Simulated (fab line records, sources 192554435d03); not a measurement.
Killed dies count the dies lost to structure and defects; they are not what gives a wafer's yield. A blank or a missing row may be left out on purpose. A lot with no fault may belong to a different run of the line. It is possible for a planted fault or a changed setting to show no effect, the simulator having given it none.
Which tool is to blame? -- flow n5 finfet -- Sampling: 24 lots, 72 wafers, 4 of 1938 route steps

## WHAT THE GAUGES READ, wafer by wafer
N5_START_INSPECT_01: inspects for defects (unpatterned scan). Usual: 5.7 for raw defect count, sd 2.3.
lot,measured,on,raw defect count,flag
L074,day 1 12:02,defect inspect-01,5 8 5,
L075,day 1 18:02,defect inspect-02,4 8 2,
L076,day 2 00:02,defect inspect-02,3 6 5,
L077,day 2 06:02,defect inspect-01,6 6 9,
L078,day 2 12:02,defect inspect-02,10 6 7,
L079,day 2 18:02,defect inspect-02,2 5 2,
L080,day 3 00:02,defect inspect-02,7 7 8,
L081,day 3 06:02,defect inspect-01,4 5 7,
L082,day 3 12:02,defect inspect-01,8 4 2,
L083,day 3 18:02,defect inspect-01,10 7 2,
L084,day 4 00:02,defect inspect-01,3 4 7,
L085,day 4 06:02,defect inspect-01,3 5 1,
L086,day 4 12:02,defect inspect-01,8 5 6,
L087,day 4 18:02,defect inspect-01,5 9 2,
L088,day 5 00:02,defect inspect-02,6 3 3,
L089,day 5 06:02,defect inspect-01,5 8 10,
L090,day 5 12:02,defect inspect-01,7 3 3,
L091,day 5 18:02,defect inspect-02,7 3 8,
L092,day 6 00:02,defect inspect-02,6 3 7,
L093,day 6 06:02,defect inspect-02,9 8 3,
L094,day 6 12:02,defect inspect-02,5 2 8,
L095,day 6 18:02,defect inspect-02,5 8 4,
L096,day 7 00:02,defect inspect-01,3 5 6,
L097,day 7 06:02,defect inspect-02,6 8 4,

N5_PMOS_HMC_CHANNEL_EPI_THK_MEAS_22. Usual: HMC_CMP_THK gives 54.2 nm (standard deviation 0.59).
lot,measured,on,HMC_CMP_THK (nm),flag
L074,day 1 20:26,film metro-01,54.2 54.4 54.7,
L075,day 2 02:34,film metro-01,54.3 53.3 54.2,
L076,day 2 08:10,film metro-02,53.7 54.5 54.8,
L077,day 2 13:47,film metro-01,54.6 55.0 54.9,
L078,day 2 21:20,film metro-02,54.3 54.5 53.8,
L079,day 3 01:50,film metro-01,53.0 54.7 53.5,
L080,day 3 09:26,film metro-01,55.1 54.6 54.9,
L081,day 3 14:42,film metro-02,54.3 53.9 55.1,
L082,day 3 21:19,film metro-02,54.7 54.6 54.0,
L083,day 4 01:59,film metro-01,53.4 54.3 53.6,
L084,day 4 09:07,film metro-02,54.4 55.1 54.6,
L085,day 4 14:14,film metro-01,53.2 54.6 53.3,
L086,day 4 20:47,film metro-02,54.5 54.0 54.3,
L087,day 5 02:15,film metro-02,54.2 54.6 53.9,
L088,day 5 08:19,film metro-01,53.6 54.1 54.0,
L089,day 5 14:16,film metro-01,54.0 53.7 54.0,
L090,day 5 20:04,film metro-02,53.7 54.4 54.2,
L091,day 6 01:34,film metro-01,53.6 53.1 53.9,
L092,day 6 08:40,film metro-02,54.7 53.8 53.3,
L093,day 6 15:30,film metro-01,53.1 53.7 54.1,
L094,day 6 19:54,film metro-02,54.5 53.0 54.5,
L095,day 7 01:44,film metro-02,54.3 54.6 54.3,
L096,day 7 07:48,film metro-01,54.5 53.3 54.7,
L097,day 7 14:16,film metro-01,54.4 54.1 54.2,

## TOOL THAT RAN EACH LOT (tool first, then ch and the chambers of the sampled wafers, then the start)
lot,N5_ZERO_LAYER_STRIP_24,N5_WELL_APT_DESCUM_30
L074,"plasma asher-02 ch 0,1, day 1 13:02","rie diel-05 ch 1,3, day 1 15:06"
L075,"plasma asher-02 ch 1, day 1 19:01","rie diel-06 ch 2,3, day 1 21:26"
L076,"plasma asher-02 ch 0,1, day 2 00:57","rie diel-05 ch 0,1,2, day 2 03:19"
L077,"plasma asher-02 ch 0,1, day 2 06:54","rie diel-06 ch 0,2,3, day 2 09:03"
L078,"plasma asher-01 ch 0,1, day 2 12:55","rie diel-06 ch 0,2,3, day 2 14:56"
L079,"plasma asher-01 ch 0,1, day 2 19:01","rie diel-06 ch 0,2,3, day 2 21:23"
L080,"plasma asher-01 ch 0,1, day 3 01:16","rie diel-01 ch 0,3, day 3 03:38"
L081,"plasma asher-02 ch 0,1, day 3 07:19","rie diel-05 ch 1,2,3, day 3 09:11"
L082,"plasma asher-02 ch 0,1, day 3 12:53","rie diel-06 ch 2,3, day 3 15:07"
L083,"plasma asher-02 ch 0,1, day 3 19:16","rie diel-01 ch 1,2,3, day 3 21:08"
L084,"plasma asher-01 ch 0, day 4 01:29","rie diel-06 ch 0,3, day 4 03:32"
L085,"plasma asher-01 ch 0,1, day 4 06:57","rie diel-06 ch 2,3, day 4 09:04"
L086,"plasma asher-02 ch 0,1, day 4 13:01","rie diel-06 ch 0,2,3, day 4 15:12"
L087,"plasma asher-02 ch 0,1, day 4 19:01","rie diel-01 ch 0,1,2, day 4 21:11"
L088,"plasma asher-01 ch 0,1, day 5 01:02","rie diel-06 ch 0,2,3, day 5 03:15"
L089,"plasma asher-01 ch 0,1, day 5 07:01","rie diel-01 ch 2,3, day 5 09:07"
L090,"plasma asher-01 ch 0,1, day 5 13:16","rie diel-06 ch 1,2,3, day 5 15:20"
L091,"plasma asher-01 ch 0,1, day 5 18:53","rie diel-06 ch 0,3, day 5 20:55"
L092,"plasma asher-01 ch 0,1, day 6 00:58","rie diel-05 ch 2,3, day 6 03:46"
L093,"plasma asher-01 ch 0,1, day 6 06:54","rie diel-01 ch 0,2,3, day 6 10:13"
L094,"plasma asher-02 ch 0,1, day 6 13:01","rie diel-01 ch 0,1,2, day 6 15:10"
L095,"plasma asher-02 ch 0,1, day 6 18:57","rie diel-05 ch 0,2,3, day 6 21:02"
L096,"plasma asher-02 ch 0,1, day 7 01:10","rie diel-06 ch 0,1,2, day 7 03:10"
L097,"plasma asher-02 ch 0,1, day 7 07:01","rie diel-05 ch 2,3, day 7 08:58"
- N5_ZERO_LAYER_STRIP_24: strips in O2.
- N5_WELL_APT_DESCUM_30: chemistry O2, time 7.9 s.

## AS READ BY THE TOOLS THEMSELVES (means over the sampled wafers that have a number; for cases with no such wafer, the mark the record gives instead)
N5_ZERO_LAYER_STRIP_24. Usual: drypump motor current A 5.4 A, standard deviation 0.49; heater power w 323 W, standard deviation 61; oes product au 0.647 a.u., standard deviation 0.0043; strip time to endpoint s 43.85 s, standard deviation 0.085.
lot,tool,drypump motor current A (A),heater power w (W),oes product au (a.u.),strip time to endpoint s (s),flag
L074,plasma asher-02,5.8,328,0.649,43.75,
L075,plasma asher-02,6.0,229,0.649,43.91,
L076,plasma asher-02,5.9,274,0.649,43.79,
L077,plasma asher-02,5.9,276,0.645,43.86,
L078,plasma asher-01,4.8,362,0.649,43.83,
L079,plasma asher-01,4.8,353,0.644,43.82,
L080,plasma asher-01,4.8,365,0.644,43.90,
L081,plasma asher-02,5.8,328,0.647,43.86,
L082,plasma asher-02,5.8,326,0.650,43.91,
L083,plasma asher-02,5.9,271,0.648,43.92,
L084,plasma asher-01,5.1,322,0.644,43.88,
L085,plasma asher-01,5.0,341,0.646,43.87,
L086,plasma asher-02,5.8,326,0.643,43.80,
L087,plasma asher-02,5.9,276,0.648,43.85,
L088,plasma asher-01,4.8,355,0.645,44.07,
L089,plasma asher-01,4.8,357,0.647,43.86,
L090,plasma asher-01,4.8,358,0.645,43.72,
L091,plasma asher-01,4.8,356,0.644,43.87,
L092,plasma asher-01,4.8,359,0.645,43.83,
L093,plasma asher-01,4.8,357,0.651,43.74,
L094,plasma asher-02,5.9,277,0.648,43.74,
L095,plasma asher-02,5.8,277,0.650,43.81,
L096,plasma asher-02,5.8,324,0.644,43.87,
L097,plasma asher-02,5.9,280,0.646,43.79,

N5_WELL_APT_DESCUM_30. Usual: drypump motor current A 5.6 A, standard deviation 0.47; oes product au 0.79 a.u., standard deviation 0.094; rf fwd power W 49.67 W, standard deviation 0.2; rf vpp V 243.5 V, standard deviation 1.4; showerhead plenum p Torr 2.12 Torr, standard deviation 0.081; throttle valve pct 20.52 %, standard deviation 0.23.
lot,tool,drypump motor current A (A),oes product au (a.u.),rf fwd power W (W),rf vpp V (V),showerhead plenum p Torr (Torr),throttle valve pct (%),flag
L074,rie diel-05,5.7,0.70,49.50,242.7,2.10,20.52,
L075,rie diel-06,5.8,0.74,49.72,243.2,2.12,20.65,
L076,rie diel-05,5.7,0.78,49.84,242.6,2.08,20.46,
L077,rie diel-06,5.4,0.80,49.66,244.9,2.17,20.63,
L078,rie diel-06,5.4,0.79,49.48,243.9,2.17,20.63,
L079,rie diel-06,5.4,0.79,49.72,243.7,2.16,20.64,
L080,rie diel-01,5.6,0.80,49.51,242.2,2.05,20.23,
L081,rie diel-05,5.6,0.78,49.67,242.4,2.06,20.55,
L082,rie diel-06,5.8,0.73,49.50,243.1,2.12,20.68,
L083,rie diel-01,5.4,0.80,49.69,242.6,2.05,20.24,
L084,rie diel-06,5.1,0.83,49.71,244.8,2.20,20.63,
L085,rie diel-06,5.7,0.71,49.77,244.1,2.14,20.77,
L086,rie diel-06,5.4,0.77,49.63,243.2,2.16,20.68,
L087,rie diel-01,5.7,0.74,49.97,242.5,2.07,20.52,
L088,rie diel-06,5.4,0.77,49.71,243.8,2.16,20.67,
L089,rie diel-01,5.3,0.82,49.61,242.4,2.03,20.09,
L090,rie diel-06,5.9,0.78,49.57,244.1,2.16,20.65,
L091,rie diel-06,5.4,0.75,49.74,244.4,2.18,20.76,
L092,rie diel-05,5.4,0.91,49.67,243.4,2.10,20.42,
L093,rie diel-01,5.6,0.77,49.64,242.0,2.04,20.36,
L094,rie diel-01,5.7,0.73,49.73,242.8,2.06,20.55,
L095,rie diel-05,5.4,0.90,49.74,243.6,2.10,20.28,
L096,rie diel-06,5.6,0.82,49.53,243.8,2.18,20.58,
L097,rie diel-05,5.4,0.88,49.62,243.7,2.09,20.44,

## THE ANSWER, worked out from the rows above alone
Rule: a lot counts as off when the mean over its wafers that have a number is more than 3 standard deviations away from the usual mean. Also off: a lot with no number at a reading for which 4 or more lots have one. The other lots that the step has rows for count as sound. First the gauges in route order, then the tools' own readings, where a lot's mean is used as printed above. The first step at which some lot is off is used, and at that step the reading that is off furthest; a lot without a number counts as furthest.
Nothing can be told from this: no lot is off at any reading shown.

## WHAT THE SIMULATOR HAD INSERTED
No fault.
